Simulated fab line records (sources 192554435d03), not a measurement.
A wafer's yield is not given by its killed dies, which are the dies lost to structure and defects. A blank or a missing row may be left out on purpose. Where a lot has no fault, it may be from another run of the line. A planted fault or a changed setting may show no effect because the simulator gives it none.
Which of the tools did it? | flow n5-finfet | 22 lots with 66 wafers sampled at 5 steps, on a route of 1938 steps

== WHAT EACH GAUGE READ, for each wafer ==
N5_BEOL_M8_THK_MEAS_01.
lot  | measured     | on            | M8_ILD_THK (nm)
L074 | day 9 01:30  | film-metro-01 | 151.6 152.6 153.6
L075 | day 9 11:05  | film-metro-02 | 154.8 155.4 156.6
L076 | day 9 21:44  | film-metro-01 | 154.6 156.8 156.1
L077 | day 10 08:13 | film-metro-02 | 156.6 158.0 154.5
L079 | day 10 20:07 | film-metro-01 | 151.7 155.9 155.5
L080 | day 10 23:23 | film-metro-02 | 155.3 155.7 156.7
L078 | day 11 00:08 | film-metro-01 | 153.8 154.7 154.8
L081 | day 11 03:46 | film-metro-02 | 153.3 159.2 156.8
L085 | day 11 23:23 | film-metro-02 | 154.7 155.2 154.9
L083 | day 12 05:56 | film-metro-01 | 153.2 153.5 154.2
L084 | day 12 05:55 | film-metro-02 | 152.7 151.1 153.7
L087 | day 12 11:09 | film-metro-01 | 153.3 154.8 155.9
L086 | day 12 14:04 | film-metro-02 | 154.5 155.1 155.1
L090 | day 13 05:22 | film-metro-02 | 153.9 155.9 158.6
L088 | day 13 06:38 | film-metro-02 | 154.8 156.6 156.0
L091 | day 13 12:36 | film-metro-01 | 154.3 155.7 155.3
L089 | day 13 22:52 | film-metro-01 | 151.9 154.0 156.4
L092 | day 14 01:39 | film-metro-02 | 153.0 155.2 156.4
L093 | day 14 05:32 | film-metro-02 | 152.2 152.1 155.5
L094 | day 14 12:57 | film-metro-01 | 152.9 157.0 155.2
L095 | day 14 22:23 | film-metro-01 | 155.8 155.7 156.5
L097 | day 15 10:52 | film-metro-02 | 152.9 151.4 153.4

N5_BEOL_M8_CD_MEAS_28: target cd 40 nm.
lot  | measured     | on        | cd-nm (nm)
L074 | day 9 04:58  | cd-sem-01 | 39.78 40.01 39.96
L075 | day 9 14:04  | cd-sem-02 | 39.62 39.49 39.48
L076 | day 10 04:13 | cd-sem-01 | 39.86 40.21 39.91
L077 | day 10 14:54 | cd-sem-01 | 40.17 40.10 39.85
L079 | day 10 23:28 | cd-sem-03 | 39.70 39.78 39.76
L080 | day 11 03:10 | cd-sem-03 | 39.75 40.07 39.79
L078 | day 11 03:13 | cd-sem-01 | 39.69 40.10 39.84
L081 | day 11 06:35 | cd-sem-03 | 40.22 39.91 39.77
L085 | day 12 03:07 | cd-sem-03 | 40.15 39.93 39.91
L083 | day 12 10:47 | cd-sem-03 | 40.24 39.45 39.88
L084 | day 12 10:26 | cd-sem-01 | 40.28 39.65 39.70
L087 | day 12 14:19 | cd-sem-01 | 39.97 40.12 39.76
L086 | day 12 17:21 | cd-sem-01 | 39.95 39.96 40.06
L090 | day 13 08:31 | cd-sem-02 | 40.07 39.86 40.05
L088 | day 13 14:28 | cd-sem-03 | 39.83 40.08 39.85
L091 | day 13 16:29 | cd-sem-03 | 39.91 40.08 39.62
L089 | day 14 01:46 | cd-sem-03 | 39.61 39.87 39.65
L092 | day 14 07:33 | cd-sem-01 | 39.49 40.30 39.81
L093 | day 14 10:23 | cd-sem-03 | 40.35 39.99 39.75
L094 | day 14 16:04 | cd-sem-03 | 39.98 40.01 39.82
L095 | day 15 04:05 | cd-sem-03 | 40.41 39.83 39.93
L097 | day 15 16:01 | cd-sem-01 | 40.26 40.00 40.03

== TOOL THAT RAN EACH LOT (tool first, then ch and the chambers of the sampled wafers, then the start) ==
lot  | N5_BEOL_M7_ETCH_72                 | N5_BEOL_M7_VIA_ETCH_34             | N5_BEOL_M7_DEGAS_44
L074 | rie-diel-06 ch 1,3, day 8 21:31    | rie-diel-06 ch 1,3, day 8 21:40    | pvd-sputter-02, day 8 22:53
L075 | rie-diel-03 ch 0,2,3, day 9 07:35  | rie-diel-03 ch 0,2,3, day 9 07:44  | pvd-sputter-02, day 9 08:35
L076 | rie-diel-06 ch 1,2, day 9 18:22    | rie-diel-06 ch 1,2, day 9 18:31    | pvd-sputter-03, day 9 19:17
L077 | rie-diel-06 ch 0,1,3, day 10 04:25 | rie-diel-06 ch 0,1,3, day 10 04:34 | pvd-sputter-01, day 10 05:22
L079 | rie-diel-04 ch 0,3, day 10 16:52   | rie-diel-04 ch 0,3, day 10 17:01   | pvd-sputter-03, day 10 17:47
L080 | rie-diel-04 ch 0,1,2, day 10 19:14 | rie-diel-04 ch 0,1,2, day 10 19:23 | pvd-sputter-03, day 10 21:02
L078 | rie-diel-04 ch 1,2,3, day 10 19:38 | rie-diel-04 ch 1,2,3, day 10 19:47 | pvd-sputter-01, day 10 21:05
L081 | rie-diel-03 ch 0,3, day 10 23:45   | rie-diel-03 ch 0,3, day 10 23:54   | pvd-sputter-01, day 11 01:02
L085 | rie-diel-04 ch 1,2,3, day 11 18:12 | rie-diel-04 ch 1,2,3, day 11 18:21 | pvd-sputter-02, day 11 19:14
L083 | rie-diel-03 ch 0,1,2, day 12 01:08 | rie-diel-03 ch 0,1,2, day 12 01:16 | pvd-sputter-03, day 12 03:00
L084 | rie-diel-06 ch 2,3, day 12 01:36   | rie-diel-06 ch 2,3, day 12 01:44   | pvd-sputter-02, day 12 03:40
L087 | rie-diel-06 ch 1,2,3, day 12 07:13 | rie-diel-06 ch 1,2,3, day 12 07:21 | pvd-sputter-03, day 12 08:40
L086 | rie-diel-04 ch 1,2,3, day 12 09:28 | rie-diel-04 ch 1,2,3, day 12 09:37 | pvd-sputter-02, day 12 10:55
L090 | rie-diel-04 ch 1,2, day 13 01:01   | rie-diel-04 ch 1,2, day 13 01:10   | pvd-sputter-02, day 13 02:02
L088 | rie-diel-06 ch 0,3, day 13 01:22   | rie-diel-06 ch 0,3, day 13 01:31   | pvd-sputter-02, day 13 02:36
L091 | rie-diel-03 ch 0,1, day 13 08:40   | rie-diel-03 ch 0,1, day 13 08:49   | pvd-sputter-03, day 13 09:37
L089 | rie-diel-06 ch 2,3, day 13 18:05   | rie-diel-06 ch 2,3, day 13 18:14   | pvd-sputter-02, day 13 19:01
L092 | rie-diel-06 ch 0,2,3, day 13 21:40 | rie-diel-06 ch 0,2,3, day 13 21:49 | pvd-sputter-03, day 13 22:57
L093 | rie-diel-06 ch 0,2,3, day 14 02:06 | rie-diel-06 ch 0,2,3, day 14 02:14 | pvd-sputter-02, day 14 03:21
L094 | rie-diel-04 ch 0,3, day 14 07:40   | rie-diel-04 ch 0,3, day 14 07:53   | pvd-sputter-01, day 14 09:26
L095 | rie-diel-06 ch 0,3, day 14 16:26   | rie-diel-06 ch 0,3, day 14 16:35   | pvd-sputter-02, day 14 17:40
L097 | rie-diel-06 ch 0,1,3, day 15 06:27 | rie-diel-06 ch 0,1,3, day 15 06:36 | pvd-sputter-01, day 15 08:11
- N5_BEOL_M7_ETCH_72: etches underlayer in N2/H2, target depth 6.5 nm, time 5.2 s.
- N5_BEOL_M7_VIA_ETCH_34: etches SiCOH lowk in C4F6/O2, target depth 125.5 nm, time 50.5 s.
- N5_BEOL_M7_DEGAS_44: time 60 s.

== WHAT THE TOOLS THEMSELVES READ (means of the sampled wafers that have a number; where no wafer has one, the mark that the record gives instead) ==
N5_BEOL_M7_ETCH_72.
lot  | tool        | bias-w (W) | drypump-motor-current-A (A) | etch-rf-on-time-s (s) | n2-flow-sccm (sccm) | oes-product-au (a.u.) | rf-vpp-V (V) | showerhead-plenum-p-Torr (Torr) | throttle-valve-pct (%)
L074 | rie-diel-06 | 149.7      | 5.8                         | 5.17                  | 199.8               | 0.72                  | 524.7        | 2.57                            | 17.75
L075 | rie-diel-03 | 150.0      | 6.1                         | 5.20                  | 200.6               | 0.73                  | 524.7        | 2.53                            | 17.54
L076 | rie-diel-06 | 150.0      | 5.7                         | 5.16                  | 200.4               | 0.64                  | 521.7        | 2.52                            | 18.27
L077 | rie-diel-06 | 150.0      | 5.8                         | 5.24                  | 199.2               | 0.65                  | 524.6        | 2.57                            | 17.92
L079 | rie-diel-04 | 150.0      | 5.7                         | 5.14                  | 200.3               | 0.71                  | 523.6        | 2.53                            | 17.87
L080 | rie-diel-04 | 150.1      | 5.8                         | 5.18                  | 200.0               | 0.68                  | 522.6        | 2.52                            | 18.00
L078 | rie-diel-04 | 150.0      | 5.6                         | 5.16                  | 200.5               | 0.64                  | 523.8        | 2.54                            | 17.95
L081 | rie-diel-03 | 150.5      | 5.9                         | 5.20                  | 200.1               | 0.70                  | 523.5        | 2.52                            | 17.46
L085 | rie-diel-04 | 150.2      | 5.6                         | 5.20                  | 199.7               | 0.63                  | 524.5        | 2.53                            | 17.97
L083 | rie-diel-03 | 150.2      | 6.0                         | 5.21                  | 200.2               | 0.70                  | 523.9        | 2.52                            | 17.78
L084 | rie-diel-06 | 150.2      | 5.6                         | 5.07                  | 200.4               | 0.72                  | 524.6        | 2.58                            | 17.67
L087 | rie-diel-06 | 150.0      | 5.6                         | 5.18                  | 200.3               | 0.66                  | 525.6        | 2.55                            | 18.01
L086 | rie-diel-04 | 149.6      | 5.6                         | 5.23                  | 200.5               | 0.63                  | 524.0        | 2.53                            | 17.97
L090 | rie-diel-04 | 149.9      | 5.6                         | 5.18                  | 200.2               | 0.63                  | 522.7        | 2.50                            | 18.03
L088 | rie-diel-06 | 149.9      | 5.8                         | 5.12                  | 200.1               | 0.74                  | 525.2        | 2.59                            | 17.50
L091 | rie-diel-03 | 149.8      | 6.0                         | 5.19                  | 199.9               | 0.65                  | 524.6        | 2.58                            | 18.02
L089 | rie-diel-06 | 149.9      | 5.4                         | 5.21                  | 199.4               | 0.68                  | 524.0        | 2.57                            | 17.91
L092 | rie-diel-06 | 150.1      | 5.6                         | 5.15                  | 199.9               | 0.72                  | 524.7        | 2.58                            | 17.72
L093 | rie-diel-06 | 149.4      | 5.6                         | 5.11                  | 200.0               | 0.73                  | 524.5        | 2.58                            | 17.72
L094 | rie-diel-04 | 150.1      | 6.0                         | 5.14                  | 200.1               | 0.71                  | 522.3        | 2.51                            | 17.96
L095 | rie-diel-06 | 150.2      | 5.8                         | 5.15                  | 200.1               | 0.73                  | 524.5        | 2.59                            | 17.53
L097 | rie-diel-06 | 150.0      | 5.8                         | 5.11                  | 199.5               | 0.76                  | 523.5        | 2.55                            | 17.70

N5_BEOL_M7_VIA_ETCH_34.
lot  | tool        | bias-w (W) | drypump-motor-current-A (A) | oes-product-au (a.u.) | rf-vpp-V (V) | showerhead-plenum-p-Torr (Torr) | throttle-valve-pct (%)
L074 | rie-diel-06 | 184.8      | 5.8                         | 0.85                  | 663          | 2.87                            | 20.74
L075 | rie-diel-03 | 185.2      | 6.1                         | 0.85                  | 658          | 2.84                            | 20.60
L076 | rie-diel-06 | 185.3      | 5.7                         | 0.73                  | 677          | 2.83                            | 21.28
L077 | rie-diel-06 | 184.9      | 5.8                         | 0.76                  | 669          | 2.87                            | 20.91
L079 | rie-diel-04 | 185.3      | 5.8                         | 0.83                  | 667          | 2.84                            | 20.91
L080 | rie-diel-04 | 185.3      | 5.8                         | 0.79                  | 659          | 2.82                            | 20.95
L078 | rie-diel-04 | 185.1      | 5.5                         | 0.75                  | 661          | 2.84                            | 20.92
L081 | rie-diel-03 | 184.8      | 5.8                         | 0.82                  | 660          | 2.83                            | 20.53
L085 | rie-diel-04 | 184.8      | 5.5                         | 0.74                  | 662          | 2.84                            | 20.92
L083 | rie-diel-03 | 184.5      | 6.0                         | 0.82                  | 662          | 2.83                            | 20.81
L084 | rie-diel-06 | 184.6      | 5.6                         | 0.85                  | 664          | 2.88                            | 20.66
L087 | rie-diel-06 | 184.6      | 5.6                         | 0.78                  | 669          | 2.85                            | 20.98
L086 | rie-diel-04 | 185.2      | 5.5                         | 0.74                  | 661          | 2.84                            | 20.93
L090 | rie-diel-04 | 184.7      | 5.6                         | 0.74                  | 656          | 2.80                            | 20.94
L088 | rie-diel-06 | 184.1      | 5.8                         | 0.88                  | 662          | 2.89                            | 20.48
L091 | rie-diel-03 | 184.9      | 5.9                         | 0.76                  | 669          | 2.88                            | 21.05
L089 | rie-diel-06 | 184.1      | 5.4                         | 0.81                  | 668          | 2.86                            | 20.88
L092 | rie-diel-06 | 185.0      | 5.6                         | 0.85                  | 667          | 2.88                            | 20.71
L093 | rie-diel-06 | 184.6      | 5.6                         | 0.84                  | 668          | 2.87                            | 20.70
L094 | rie-diel-04 | 185.0      | 6.0                         | 0.82                  | 665          | 2.80                            | 21.00
L095 | rie-diel-06 | 185.0      | 5.8                         | 0.86                  | 662          | 2.89                            | 20.50
L097 | rie-diel-06 | 185.0      | 5.8                         | 0.88                  | 668          | 2.86                            | 20.71

N5_BEOL_M7_DEGAS_44.
lot  | tool           | heater-power-w (W)
L074 | pvd-sputter-02 | 321
L075 | pvd-sputter-02 | 321
L076 | pvd-sputter-03 | 335
L077 | pvd-sputter-01 | 354
L079 | pvd-sputter-03 | 372
L080 | pvd-sputter-03 | 363
L078 | pvd-sputter-01 | 363
L081 | pvd-sputter-01 | 359
L085 | pvd-sputter-02 | 336
L083 | pvd-sputter-03 | 363
L084 | pvd-sputter-02 | 300
L087 | pvd-sputter-03 | 338
L086 | pvd-sputter-02 | 369
L090 | pvd-sputter-02 | 359
L088 | pvd-sputter-02 | 349
L091 | pvd-sputter-03 | 364
L089 | pvd-sputter-02 | 355
L092 | pvd-sputter-03 | 370
L093 | pvd-sputter-02 | 343
L094 | pvd-sputter-01 | 335
L095 | pvd-sputter-02 | 327
L097 | pvd-sputter-01 | 312

== THE ANSWER, worked out from the rows above alone ==
Rule: the usual values come from the lots themselves. The widest of any qualifying gaps counts: lots, ordered by their means at a reading, are off when they make up no more than a third of the lots, leave a main group of 4 or more, and stand apart from it by 3 or more times the standard deviation of that group's means. A main group whose means are all the same, to the digits that the tables above print for the reading, isn't used. A lot without any number at a reading at which 4 lots or more have one is off too. The other lots that the step has rows for count as sound. Order of review: gauges by route order, followed by the tools' own readings, for which a lot's mean as printed above is used. The first step at which some lot is off is used, and at that step the reading that is off furthest; a lot without a number counts as furthest.
Nothing can be told from this: no lot is off at any reading shown.

== WHAT WAS PUT IN BY THE SIMULATOR ==
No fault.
